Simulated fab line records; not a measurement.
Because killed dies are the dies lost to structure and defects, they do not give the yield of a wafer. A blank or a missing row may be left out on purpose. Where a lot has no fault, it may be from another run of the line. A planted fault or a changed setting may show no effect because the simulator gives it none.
Problem report in the 8D (eight disciplines) form, filled by code + flow n5_finfet + the parts of the form that need people (team, actions taken, sign-off) are left out

== 1. PROBLEM STATEMENT ==
trench_depth_nm at N5_BEOL_M5_OCD_MEAS_38 reads a mean of 62.7 nm on 6 wafers of 2 lots; wafers without a fault read 72.0 nm with a standard deviation of 1.3. That is -7.2 standard deviations from the usual mean.
Earliest sighting: wafer L479.3 on ocd-01 at day 10 23:59. The record holds 24 wafers of 8 lots with a number at this step. Rule for "out" (also "out of limits"): further than 4 standard deviations from the usual mean. The rest of the wafers with a number are treated as sound.

== 2. WHAT IT IS; WHAT IT IS NOT ==
| question                    | is                     | is not                                                                                |
|-----------------------------|------------------------|---------------------------------------------------------------------------------------|
| which readings at this step | trench_depth_nm        | -                                                                                     |
| which lots                  | L479, L483             | L476, L477, L488, L491, L493, L495                                                    |
| which wafers of those lots  | all that have a number | -                                                                                     |
| read on which gauges        | ocd-01, ocd-02         | -                                                                                     |
| when                        | from day 10 23:59      | up to then (6 sound wafers); but 12 sound wafers of L488, L491, L493, L495 came after |

== 3. SUSPECTS, AND WHAT RULES EACH OUT ==
Counting: a tool at a process step up to the reading stays a suspect if it ran every lot that is out and no sound lot after the first of them.
- the gauge at N5_BEOL_M5_OCD_MEAS_38: ruled out. 2 gauges (ocd-01, ocd-02) read the wafers that are out.
- rie_diel-04 at N5_BEOL_M5_ETCH_75 (etches underlayer in N2/H2, target depth 6.5 nm, time 5.2 s): ruled out as a lasting fault. After its first lot that is out, L479 (day 10 23:36), sound lots L491 ran on it.
- rie_diel-04 at N5_BEOL_M5_TRENCH_ETCH_37 (etches SiCOH lowk in C4F6/O2, target depth 71.652 nm, time 24.7 s): ruled out as a lasting fault. After its first lot that is out, L479 (day 10 23:50), sound lots L491 ran on it.
- rie_diel-04 at N5_BEOL_M5_STRIP_91 (strips in N2/H2, time 10 s): ruled out as a lasting fault. After its first lot that is out, L479 (day 10 23:59), sound lots L491 ran on it. Because N5_BEOL_M5_STRIP_91 lacks a start for some lots, the hours and order of its lots are taken from N5_BEOL_M5_OCD_MEAS_38.
Left after counting: nothing in the record.

== 4. THE CAUSE (what the simulator had put in) ==
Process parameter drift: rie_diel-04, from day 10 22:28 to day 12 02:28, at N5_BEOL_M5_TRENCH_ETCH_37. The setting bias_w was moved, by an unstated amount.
The count ruled it out by mistake, since the rule takes a fault to strike every lot its tool runs from the start of the fault on, and this one did not do so.

== 5. THE CHAIN OF EFFECTS, in route order ==
Each row: a reading where the mean over the struck wafers with a number is more than 3 standard deviations away from the usual. Only readings whose record carries a usual standard deviation are examined. hours: median over the lots of the time between each lot's start at the first step of this table that gives one and its start at this step. sigmas: the change, counted in usual standard deviations.
| hours | step                      | reading         | usual        | on struck wafers | change | sigmas      |
|-------|---------------------------|-----------------|--------------|------------------|--------|-------------|
| 0     | N5_BEOL_M5_TRENCH_ETCH_37 | bias_w          | 185.0 W      | 122.8            | -62.2  | -99 or more |
| 0     | N5_BEOL_M5_TRENCH_ETCH_37 | rf_vpp_V        | 663 V        | 472              | -191   | -12         |
| 0     | N5_BEOL_M5_OCD_MEAS_38    | trench_depth_nm | 72.0 nm      | 62.7             | -9.3   | -7.2        |
| 8     | N5_BEOL_M5_THK_MEAS_53    | M5_THK          | 61.3 nm      | 52.0             | -9.3   | -4.9        |
| 8     | N5_BEOL_M5_RS_MEAS_57     | M5_RS           | 0.388 ohm/sq | 0.472            | +0.084 | +6.0        |
Here are the process steps it includes:
- N5_BEOL_M5_TRENCH_ETCH_37: etches SiCOH lowk in C4F6/O2, target depth 71.652 nm, time 24.7 s.

== 6. HOW IT WOULD HAVE BEEN CAUGHT EARLIER ==
The first out-of-limits reading at a measuring or inspecting step in this record came at day 10 23:59, 2 hours after the fault's start at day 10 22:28.
Tool's own readings at N5_BEOL_M5_TRENCH_ETCH_37, bias_w, rf_vpp_V: out on all struck wafers the step has rows for; an alarm limit on them would have tripped on the first.
